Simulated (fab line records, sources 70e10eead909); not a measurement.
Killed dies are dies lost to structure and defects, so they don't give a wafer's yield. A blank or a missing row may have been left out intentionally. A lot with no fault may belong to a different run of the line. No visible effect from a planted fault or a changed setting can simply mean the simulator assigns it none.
Which of the tools did it? | flow nand_harc | 23 lots, 69 wafers sampled, at 6 steps of a route of 1302

== WHAT EACH GAUGE READ, for each wafer ==
Not one reading of a measure or inspect step in the record can be checked against a usual standard deviation.

== WHAT TOOL EACH LOT RAN ON (gives the tool, then ch and the chambers of the sampled wafers, and finally the start) ==
lot  | NHARC_A_STAIRCASE_TRIM_20          | NHARC_A_STAIRCASE_ETCH_21                     | NHARC_A_STAIRCASE_TRIM_26                     | NHARC_A_STAIRCASE_ETCH_201                    | NHARC_A_STAIRCASE_TRIM_202                    | NHARC_A_STAIRCASE_TRIM_220
L074 | rie_diel-02 ch 0,3, day 15 11:22   | rie_diel-02 ch 0,3, day 15 11:43              | rie_diel-02 ch 0,3, day 15 22:29 or earlier   | rie_diel-11 ch 1,2, day 15 22:29 or earlier   | rie_diel-11 ch 0,2, day 15 22:29 or earlier   | rie_diel-02 ch 1,2,3, day 15 22:29
L075 | rie_diel-04 ch 0,2,3, day 16 10:58 | rie_diel-04 ch 0,2,3, day 16 17:57 or earlier | rie_diel-04 ch 0,1,2, day 16 17:57 or earlier | rie_diel-02 ch 1,2,3, day 16 17:57 or earlier | rie_diel-02 ch 0,1,3, day 16 17:57 or earlier | rie_diel-04 ch 0,1,2, day 16 17:57
L076 | rie_diel-04 ch 0,3, day 16 11:37   | rie_diel-04 ch 0,1,2, day 16 18:11 or earlier | rie_diel-04 ch 2,3, day 16 18:11 or earlier   | rie_diel-04 ch 1,2, day 16 18:11 or earlier   | rie_diel-04 ch 2,3, day 16 18:11 or earlier   | rie_diel-02 ch 0,1,2, day 16 18:11
L077 | rie_diel-02 ch 0,2,3, day 16 11:42 | rie_diel-02 ch 0,1,3, day 16 18:26 or earlier | rie_diel-02 ch 0,1, day 16 18:26 or earlier   | rie_diel-11 ch 0,2,3, day 16 18:26 or earlier | rie_diel-11 ch 0,3, day 16 18:26 or earlier   | rie_diel-11 ch 0,2,3, day 16 18:26
L078 | rie_diel-02 ch 2,3, day 17 08:39   | rie_diel-02 ch 1,3, day 17 14:59 or earlier   | rie_diel-02 ch 1,2, day 17 14:59 or earlier   | rie_diel-04 ch 0,1, day 17 14:59 or earlier   | rie_diel-04 ch 2,3, day 17 14:59 or earlier   | rie_diel-04 ch 0,1,3, day 17 14:59
L079 | rie_diel-11 ch 1,2,3, day 17 14:31 | rie_diel-11 ch 2,3, day 17 21:37 or earlier   | rie_diel-11 ch 0,1,3, day 17 21:37 or earlier | rie_diel-02 ch 0,1, day 17 21:37 or earlier   | rie_diel-02 ch 0,1,2, day 17 21:37 or earlier | rie_diel-04 ch 0,2,3, day 17 21:37
L080 | rie_diel-11 ch 2,3, day 18 08:50   | rie_diel-11 ch 0,2,3, day 18 15:09 or earlier | rie_diel-11 ch 1,2,3, day 18 15:09 or earlier | rie_diel-04 ch 0,1, day 18 15:09 or earlier   | rie_diel-04 ch 0,2,3, day 18 15:09 or earlier | rie_diel-11 ch 1,2,3, day 18 15:09
L081 | rie_diel-02 ch 0,1,2, day 18 09:52 | rie_diel-02 ch 2,3, day 18 16:18 or earlier   | rie_diel-02 ch 0,2, day 18 16:18 or earlier   | rie_diel-04 ch 1,2,3, day 18 16:18 or earlier | rie_diel-04 ch 1,2, day 18 16:18 or earlier   | rie_diel-04 ch 0,3, day 18 16:18
L082 | rie_diel-11 ch 0,2, day 18 23:56   | rie_diel-11 ch 1,2, day 19 08:13 or earlier   | rie_diel-11 ch 1,3, day 19 08:13 or earlier   | rie_diel-04 ch 1,3, day 19 08:13 or earlier   | rie_diel-04 ch 0,2,3, day 19 08:13 or earlier | rie_diel-04 ch 0,1,3, day 19 08:13
L084 | rie_diel-04 ch 0,1,2, day 19 20:52 | rie_diel-04 ch 1,2,3, day 20 03:44 or earlier | rie_diel-04 ch 0,1,2, day 20 03:44 or earlier | rie_diel-02 ch 0,1, day 20 03:44 or earlier   | rie_diel-02 ch 0,2,3, day 20 03:44 or earlier | rie_diel-11 ch 0,2,3, day 20 03:44
L083 | rie_diel-04 ch 1,3, day 20 00:38   | rie_diel-04 ch 0,1,2, day 20 06:50 or earlier | rie_diel-04 ch 0,2,3, day 20 06:50 or earlier | rie_diel-02 ch 0,1,2, day 20 06:50 or earlier | rie_diel-02 ch 1,2,3, day 20 06:50 or earlier | rie_diel-02 ch 1,3, day 20 06:50
L085 | rie_diel-02 ch 0,2, day 20 11:13   | rie_diel-02 ch 2,3, day 20 17:32 or earlier   | rie_diel-02 ch 1,2,3, day 20 17:32 or earlier | rie_diel-04 ch 0,1, day 20 17:32 or earlier   | rie_diel-04 ch 0,3, day 20 17:32 or earlier   | rie_diel-02 ch 2,3, day 20 17:32
L086 | rie_diel-02 ch 0,2,3, day 20 14:41 | rie_diel-02 ch 0,1, day 20 21:55 or earlier   | rie_diel-02 ch 0,1, day 20 21:55 or earlier   | rie_diel-11 ch 0,3, day 20 21:55 or earlier   | rie_diel-11 ch 0,1, day 20 21:55 or earlier   | rie_diel-04 ch 0,2,3, day 20 21:55
L087 | rie_diel-02 ch 1,2, day 20 21:48   | rie_diel-02 ch 0,2, day 21 04:40 or earlier   | rie_diel-02 ch 0,1,3, day 21 04:40 or earlier | rie_diel-02 ch 0,3, day 21 04:40 or earlier   | rie_diel-02 ch 0,1,3, day 21 04:40 or earlier | rie_diel-11 ch 1,2, day 21 04:40
L088 | rie_diel-11 ch 0,2, day 21 17:29   | rie_diel-11 ch 2,3, day 22 00:41 or earlier   | rie_diel-11 ch 0,1, day 22 00:41 or earlier   | rie_diel-11 ch 1,3, day 22 00:41 or earlier   | rie_diel-11 ch 1,3, day 22 00:41 or earlier   | rie_diel-04 ch 2,3, day 22 00:41
L089 | rie_diel-02 ch 1,2,3, day 21 17:41 | rie_diel-02 ch 0,1,3, day 22 01:34 or earlier | rie_diel-02 ch 1,2,3, day 22 01:34 or earlier | rie_diel-04 ch 1,2,3, day 22 01:34 or earlier | rie_diel-04 ch 0,2,3, day 22 01:34 or earlier | rie_diel-04 ch 0,1,2, day 22 01:34
L090 | rie_diel-11 ch 0,1, day 22 09:14   | rie_diel-11 ch 0,1, day 22 15:29 or earlier   | rie_diel-11 ch 0,1,3, day 22 15:29 or earlier | rie_diel-02 ch 1,2,3, day 22 15:29 or earlier | rie_diel-02 ch 0,1,3, day 22 15:29 or earlier | rie_diel-11 ch 0,1,3, day 22 15:29
L093 | rie_diel-04 ch 0,1, day 23 14:54   | rie_diel-04 ch 0,1, day 23 21:06 or earlier   | rie_diel-04 ch 0,2,3, day 23 21:06 or earlier | rie_diel-04 ch 1,3, day 23 21:06 or earlier   | rie_diel-04 ch 0,1,3, day 23 21:06 or earlier | rie_diel-11 ch 0,3, day 23 21:06
L092 | rie_diel-02 ch 0,1,2, day 23 14:55 | rie_diel-02 ch 0,1, day 23 21:17 or earlier   | rie_diel-02 ch 0,2, day 23 21:17 or earlier   | rie_diel-02 ch 0,3, day 23 21:17 or earlier   | rie_diel-02 ch 2,3, day 23 21:17 or earlier   | rie_diel-11 ch 0,2,3, day 23 21:17
L095 | rie_diel-04 ch 0,2,3, day 24 01:35 | rie_diel-04 ch 1,2,3, day 24 07:54 or earlier | rie_diel-04 ch 0,1,3, day 24 07:54 or earlier | rie_diel-02 ch 0,2,3, day 24 07:54 or earlier | rie_diel-02 ch 0,1,2, day 24 07:54 or earlier | rie_diel-02 ch 0,1,2, day 24 07:54
L094 | rie_diel-04 ch 0,1,3, day 24 22:23 | rie_diel-04 ch 2,3, day 25 04:29 or earlier   | rie_diel-04 ch 1,2, day 25 04:29 or earlier   | rie_diel-04 ch 1,2, day 25 04:29 or earlier   | rie_diel-04 ch 0,1,3, day 25 04:29 or earlier | rie_diel-04 ch 2,3, day 25 04:29
L096 | rie_diel-04 ch 0,1, day 25 10:52   | rie_diel-04 ch 0,1, day 25 18:52 or earlier   | rie_diel-04 ch 0,1, day 25 18:52 or earlier   | rie_diel-04 ch 0,1, day 25 18:52 or earlier   | rie_diel-04 ch 0,3, day 25 18:52 or earlier   | rie_diel-11 ch 0,2, day 25 18:52
L097 | rie_diel-02 ch 0,2, day 25 16:07   | rie_diel-02 ch 1,2, day 25 22:48 or earlier   | rie_diel-02 ch 1,2,3, day 25 22:48 or earlier | rie_diel-02 ch 0,2,3, day 25 22:48 or earlier | rie_diel-02 ch 0,1,3, day 25 22:48 or earlier | rie_diel-02 ch 0,2,3, day 25 22:48
- NHARC_A_STAIRCASE_TRIM_20: chemistry O2, time 211.2 s.
- NHARC_A_STAIRCASE_ETCH_21: etches the open film in C4F8/O2, target depth 100 nm, time 40.5 s.
- NHARC_A_STAIRCASE_TRIM_26: chemistry O2, time 211.2 s.
- NHARC_A_STAIRCASE_ETCH_201: etches the open film in C4F8/O2, target depth 100 nm, time 40.5 s.
- NHARC_A_STAIRCASE_TRIM_202: chemistry O2, time 211.2 s.
- NHARC_A_STAIRCASE_TRIM_220: chemistry O2, time 211.2 s.

== WHAT THE TOOLS THEMSELVES READ (means of the sampled wafers that have a number; where no wafer has one, the mark that the record gives instead) ==
NHARC_A_STAIRCASE_TRIM_20. Usual: drypump_motor_current_A 5.6 A, standard deviation 0.3; oes_product_au 1.001 a.u., standard deviation 0.0074; rf_vpp_V 57.7 V, standard deviation 1; showerhead_plenum_p_Torr 3.52 Torr, standard deviation 0.15; throttle_valve_pct 17.036 %, standard deviation 0.0098.
lot  | tool        | drypump_motor_current_A (A) | oes_product_au (a.u.) | rf_vpp_V (V) | showerhead_plenum_p_Torr (Torr) | throttle_valve_pct (%) | flag
L074 | rie_diel-02 | 5.3                         | 1.001                 | 57.6         | 3.51                            | 17.031                 |
L075 | rie_diel-04 | 5.5                         | 1.001                 | 58.4         | 3.58                            | 17.040                 |
L076 | rie_diel-04 | 5.2                         | 1.003                 | 57.5         | 3.53                            | 17.041                 |
L077 | rie_diel-02 | 5.6                         | 1.005                 | 57.0         | 3.45                            | 17.041                 |
L078 | rie_diel-02 | 5.5                         | 1.000                 | 58.6         | 3.54                            | 17.039                 |
L079 | rie_diel-11 | 5.7                         | 0.999                 | 58.5         | 3.45                            | 17.044                 |
L080 | rie_diel-11 | 5.8                         | 1.004                 | 56.8         | 3.40                            | 17.039                 |
L081 | rie_diel-02 | 5.8                         | 0.992                 | 57.8         | 3.49                            | 17.046                 |
L082 | rie_diel-11 | 5.5                         | 1.010                 | 56.8         | 3.30                            | 17.044                 |
L084 | rie_diel-04 | 5.8                         | 1.004                 | 58.4         | 3.62                            | 17.042                 |
L083 | rie_diel-04 | 5.2                         | 0.992                 | 57.4         | 3.51                            | 17.029                 |
L085 | rie_diel-02 | 5.9                         | 1.000                 | 57.7         | 3.37                            | 17.035                 |
L086 | rie_diel-02 | 5.6                         | 0.997                 | 58.8         | 3.43                            | 17.024                 |
L087 | rie_diel-02 | 5.9                         | 0.996                 | 58.6         | 3.62                            | 17.038                 |
L088 | rie_diel-11 | 5.6                         | 1.001                 | 57.4         | 3.63                            | 17.037                 |
L089 | rie_diel-02 | 5.7                         | 0.993                 | 57.4         | 3.57                            | 17.035                 |
L090 | rie_diel-11 | 5.7                         | 1.010                 | 57.1         | 3.36                            | 17.029                 |
L093 | rie_diel-04 | 5.6                         | 0.999                 | 59.1         | 3.62                            | 17.043                 |
L092 | rie_diel-02 | 5.8                         | 1.000                 | 57.6         | 3.47                            | 17.050                 |
L095 | rie_diel-04 | 5.5                         | 1.008                 | 58.2         | 3.54                            | 17.036                 |
L094 | rie_diel-04 | 5.4                         | 1.002                 | 57.8         | 3.55                            | 17.031                 |
L096 | rie_diel-04 | 5.6                         | 1.010                 | 58.0         | 3.61                            | 17.035                 |
L097 | rie_diel-02 | 5.7                         | 1.005                 | 57.4         | 3.32                            | 17.036                 |

NHARC_A_STAIRCASE_ETCH_21. Usual: oes_product_au 0.952 a.u., standard deviation 0.017; rf_vpp_V 896 V, standard deviation 5.6.
lot  | tool        | oes_product_au (a.u.) | rf_vpp_V (V) | flag
L074 | rie_diel-02 | 0.942                 | 892          |
L075 | rie_diel-04 | 0.939                 | 899          |
L076 | rie_diel-04 | 0.945                 | 900          |
L077 | rie_diel-02 | 0.949                 | 897          |
L078 | rie_diel-02 | 0.950                 | 901          |
L079 | rie_diel-11 | 0.946                 | 896          |
L080 | rie_diel-11 | 0.951                 | 891          |
L081 | rie_diel-02 | 0.931                 | 896          |
L082 | rie_diel-11 | 0.975                 | 890          |
L084 | rie_diel-04 | 0.945                 | 897          |
L083 | rie_diel-04 | 0.948                 | 899          |
L085 | rie_diel-02 | 0.937                 | 893          |
L086 | rie_diel-02 | 0.946                 | 897          |
L087 | rie_diel-02 | 0.925                 | 889          |
L088 | rie_diel-11 | 0.977                 | 903          |
L089 | rie_diel-02 | 0.942                 | 897          |
L090 | rie_diel-11 | 0.964                 | 890          |
L093 | rie_diel-04 | 0.975                 | 899          |
L092 | rie_diel-02 | 0.958                 | 897          |
L095 | rie_diel-04 | 0.972                 | 897          |
L094 | rie_diel-04 | 0.967                 | 897          |
L096 | rie_diel-04 | 0.961                 | 899          |
L097 | rie_diel-02 | 0.937                 | 895          |

NHARC_A_STAIRCASE_TRIM_26. Usual: drypump_motor_current_A 5.6 A, standard deviation 0.3; oes_product_au 1.001 a.u., standard deviation 0.0072; rf_vpp_V 57.8 V, standard deviation 0.95; showerhead_plenum_p_Torr 3.51 Torr, standard deviation 0.15; throttle_valve_pct 17.036 %, standard deviation 0.0086.
lot  | tool        | drypump_motor_current_A (A) | oes_product_au (a.u.) | rf_vpp_V (V) | showerhead_plenum_p_Torr (Torr) | throttle_valve_pct (%) | flag
L074 | rie_diel-02 | 5.4                         | 0.992                 | 58.0         | 3.51                            | 17.034                 |
L075 | rie_diel-04 | 5.8                         | 1.007                 | 59.1         | 3.63                            | 17.032                 |
L076 | rie_diel-04 | 5.3                         | 1.007                 | 58.3         | 3.52                            | 17.033                 |
L077 | rie_diel-02 | 5.7                         | 1.004                 | 58.1         | 3.47                            | 17.040                 |
L078 | rie_diel-02 | 5.9                         | 1.006                 | 57.9         | 3.64                            | 17.035                 |
L079 | rie_diel-11 | 5.6                         | 1.000                 | 57.0         | 3.46                            | 17.032                 |
L080 | rie_diel-11 | 5.8                         | 0.997                 | 57.9         | 3.44                            | 17.041                 |
L081 | rie_diel-02 | 5.7                         | 1.004                 | 57.6         | 3.35                            | 17.041                 |
L082 | rie_diel-11 | 5.8                         | 1.001                 | 58.6         | 3.49                            | 17.042                 |
L084 | rie_diel-04 | 5.8                         | 1.004                 | 58.4         | 3.62                            | 17.033                 |
L083 | rie_diel-04 | 5.5                         | 0.988                 | 57.5         | 3.56                            | 17.037                 |
L085 | rie_diel-02 | 5.7                         | 0.992                 | 58.0         | 3.58                            | 17.040                 |
L086 | rie_diel-02 | 5.7                         | 1.000                 | 58.1         | 3.45                            | 17.026                 |
L087 | rie_diel-02 | 5.6                         | 0.998                 | 57.4         | 3.54                            | 17.033                 |
L088 | rie_diel-11 | 5.5                         | 1.007                 | 57.1         | 3.33                            | 17.042                 |
L089 | rie_diel-02 | 5.7                         | 0.998                 | 57.3         | 3.57                            | 17.037                 |
L090 | rie_diel-11 | 5.6                         | 1.003                 | 57.9         | 3.44                            | 17.038                 |
L093 | rie_diel-04 | 5.5                         | 1.004                 | 58.0         | 3.55                            | 17.039                 |
L092 | rie_diel-02 | 5.7                         | 1.015                 | 56.6         | 3.33                            | 17.033                 |
L095 | rie_diel-04 | 5.4                         | 1.006                 | 58.4         | 3.55                            | 17.037                 |
L094 | rie_diel-04 | 5.9                         | 1.002                 | 57.9         | 3.58                            | 17.036                 |
L096 | rie_diel-04 | 5.7                         | 1.002                 | 58.0         | 3.60                            | 17.040                 |
L097 | rie_diel-02 | 5.7                         | 1.001                 | 58.7         | 3.56                            | 17.040                 |

NHARC_A_STAIRCASE_ETCH_201. Usual: oes_product_au 0.945 a.u., standard deviation 0.011; rf_vpp_V 896 V, standard deviation 5.3.
lot  | tool        | oes_product_au (a.u.) | rf_vpp_V (V) | flag
L074 | rie_diel-11 | 0.948                 | 891          |
L075 | rie_diel-02 | 0.926                 | 899          |
L076 | rie_diel-04 | 0.936                 | 899          |
L077 | rie_diel-11 | 0.954                 | 891          |
L078 | rie_diel-04 | 0.944                 | 900          |
L079 | rie_diel-02 | 0.936                 | 893          |
L080 | rie_diel-04 | 0.952                 | 900          |
L081 | rie_diel-04 | 0.948                 | 897          |
L082 | rie_diel-04 | 0.929                 | 898          |
L084 | rie_diel-02 | 0.936                 | 893          |
L083 | rie_diel-02 | 0.947                 | 895          |
L085 | rie_diel-04 | 0.946                 | 900          |
L086 | rie_diel-11 | 0.944                 | 890          |
L087 | rie_diel-02 | 0.932                 | 894          |
L088 | rie_diel-11 | 0.938                 | 897          |
L089 | rie_diel-04 | 0.950                 | 896          |
L090 | rie_diel-02 | 0.940                 | 898          |
L093 | rie_diel-04 | 0.956                 | 896          |
L092 | rie_diel-02 | 0.950                 | 894          |
L095 | rie_diel-02 | 0.956                 | 893          |
L094 | rie_diel-04 | 0.949                 | 898          |
L096 | rie_diel-04 | 0.942                 | 898          |
L097 | rie_diel-02 | 0.948                 | 892          |

NHARC_A_STAIRCASE_TRIM_202. Usual: drypump_motor_current_A 5.6 A, standard deviation 0.32; oes_product_au 1.002 a.u., standard deviation 0.0078; rf_vpp_V 57.8 V, standard deviation 0.81; showerhead_plenum_p_Torr 3.52 Torr, standard deviation 0.14; throttle_valve_pct 17.034 %, standard deviation 0.0081.
lot  | tool        | drypump_motor_current_A (A) | oes_product_au (a.u.) | rf_vpp_V (V) | showerhead_plenum_p_Torr (Torr) | throttle_valve_pct (%) | flag
L074 | rie_diel-11 | 5.6                         | 1.012                 | 57.7         | 3.29                            | 17.039                 |
L075 | rie_diel-02 | 5.5                         | 1.008                 | 58.1         | 3.56                            | 17.036                 |
L076 | rie_diel-04 | 5.3                         | 1.000                 | 57.0         | 3.52                            | 17.039                 |
L077 | rie_diel-11 | 5.5                         | 0.995                 | 56.9         | 3.43                            | 17.038                 |
L078 | rie_diel-04 | 5.3                         | 1.004                 | 58.2         | 3.51                            | 17.036                 |
L079 | rie_diel-02 | 5.8                         | 0.989                 | 57.6         | 3.50                            | 17.040                 |
L080 | rie_diel-04 | 5.5                         | 1.003                 | 57.8         | 3.57                            | 17.025                 |
L081 | rie_diel-04 | 5.8                         | 0.996                 | 58.3         | 3.61                            | 17.022                 |
L082 | rie_diel-04 | 5.5                         | 1.008                 | 57.8         | 3.56                            | 17.035                 |
L084 | rie_diel-02 | 5.6                         | 0.997                 | 57.2         | 3.43                            | 17.031                 |
L083 | rie_diel-02 | 5.7                         | 1.000                 | 58.0         | 3.58                            | 17.035                 |
L085 | rie_diel-04 | 5.2                         | 1.006                 | 58.0         | 3.51                            | 17.038                 |
L086 | rie_diel-11 | 5.7                         | 1.002                 | 57.5         | 3.37                            | 17.033                 |
L087 | rie_diel-02 | 5.5                         | 0.991                 | 58.1         | 3.54                            | 17.029                 |
L088 | rie_diel-11 | 5.8                         | 1.009                 | 57.8         | 3.56                            | 17.034                 |
L089 | rie_diel-04 | 5.5                         | 1.002                 | 58.1         | 3.55                            | 17.037                 |
L090 | rie_diel-02 | 5.5                         | 1.002                 | 57.8         | 3.54                            | 17.035                 |
L093 | rie_diel-04 | 5.4                         | 1.007                 | 57.4         | 3.56                            | 17.039                 |
L092 | rie_diel-02 | 5.7                         | 0.999                 | 57.4         | 3.46                            | 17.048                 |
L095 | rie_diel-02 | 5.8                         | 1.001                 | 56.6         | 3.47                            | 17.029                 |
L094 | rie_diel-04 | 5.4                         | 1.001                 | 57.7         | 3.55                            | 17.030                 |
L096 | rie_diel-04 | 5.2                         | 1.009                 | 57.9         | 3.49                            | 17.031                 |
L097 | rie_diel-02 | 5.6                         | 1.000                 | 57.6         | 3.52                            | 17.036                 |

NHARC_A_STAIRCASE_TRIM_220. Usual: drypump_motor_current_A 5.6 A, standard deviation 0.32; oes_product_au 1.002 a.u., standard deviation 0.0079; rf_vpp_V 57.8 V, standard deviation 0.92; showerhead_plenum_p_Torr 3.53 Torr, standard deviation 0.15; throttle_valve_pct 17.037 %, standard deviation 0.01.
lot  | tool        | drypump_motor_current_A (A) | oes_product_au (a.u.) | rf_vpp_V (V) | showerhead_plenum_p_Torr (Torr) | throttle_valve_pct (%) | flag
L074 | rie_diel-02 | 5.7                         | 1.007                 | 58.1         | 3.60                            | 17.033                 |
L075 | rie_diel-04 | 5.8                         | 0.993                 | 58.8         | 3.63                            | 17.034                 |
L076 | rie_diel-02 | 5.8                         | 1.011                 | 58.1         | 3.50                            | 17.043                 |
L077 | rie_diel-11 | 5.6                         | 1.011                 | 57.1         | 3.42                            | 17.043                 |
L078 | rie_diel-04 | 5.4                         | 1.008                 | 58.1         | 3.58                            | 17.045                 |
L079 | rie_diel-04 | 5.5                         | 1.001                 | 57.6         | 3.57                            | 17.038                 |
L080 | rie_diel-11 | 5.8                         | 1.015                 | 57.0         | 3.44                            | 17.041                 |
L081 | rie_diel-04 | 5.2                         | 1.006                 | 56.5         | 3.52                            | 17.036                 |
L082 | rie_diel-04 | 5.4                         | 1.000                 | 57.4         | 3.57                            | 17.042                 |
L084 | rie_diel-11 | 5.6                         | 0.994                 | 58.4         | 3.59                            | 17.043                 |
L083 | rie_diel-02 | 5.4                         | 0.999                 | 58.6         | 3.64                            | 17.014                 |
L085 | rie_diel-02 | 5.5                         | 0.992                 | 57.2         | 3.53                            | 17.032                 |
L086 | rie_diel-04 | 5.5                         | 0.997                 | 58.2         | 3.56                            | 17.047                 |
L087 | rie_diel-11 | 5.8                         | 1.004                 | 57.4         | 3.67                            | 17.020                 |
L088 | rie_diel-04 | 5.3                         | 0.998                 | 58.6         | 3.49                            | 17.027                 |
L089 | rie_diel-04 | 5.8                         | 0.998                 | 58.6         | 3.61                            | 17.041                 |
L090 | rie_diel-11 | 5.6                         | 1.011                 | 58.9         | 3.44                            | 17.041                 |
L093 | rie_diel-11 | 5.6                         | 1.012                 | 57.2         | 3.52                            | 17.035                 |
L092 | rie_diel-11 | 5.6                         | 1.000                 | 58.0         | 3.57                            | 17.047                 |
L095 | rie_diel-02 | 5.8                         | 0.992                 | 57.1         | 3.47                            | 17.044                 |
L094 | rie_diel-04 | 5.3                         | 1.002                 | 57.8         | 3.48                            | 17.030                 |
L096 | rie_diel-11 | 5.5                         | 1.004                 | 56.5         | 3.45                            | 17.045                 |
L097 | rie_diel-02 | 5.6                         | 1.000                 | 57.2         | 3.41                            | 17.036                 |

== THE ANSWER, worked out from the rows above alone ==
Rule: a lot counts as off when the mean over its wafers that have a number is more than 3 standard deviations away from the usual mean. A lot without any number at a reading at which 4 lots or more have one is off too. Where the step has rows for the other lots, those lots are counted as sound. After the gauges, taken in route order, come the tools' own readings; for these a lot's mean is taken, as printed above. The first step at which some lot is off is used, and at that step the reading that is off furthest; a lot without a number counts as furthest.
No lot is off at any reading shown: from this, nothing can be told.

== WHAT THE SIMULATOR PUT IN ==
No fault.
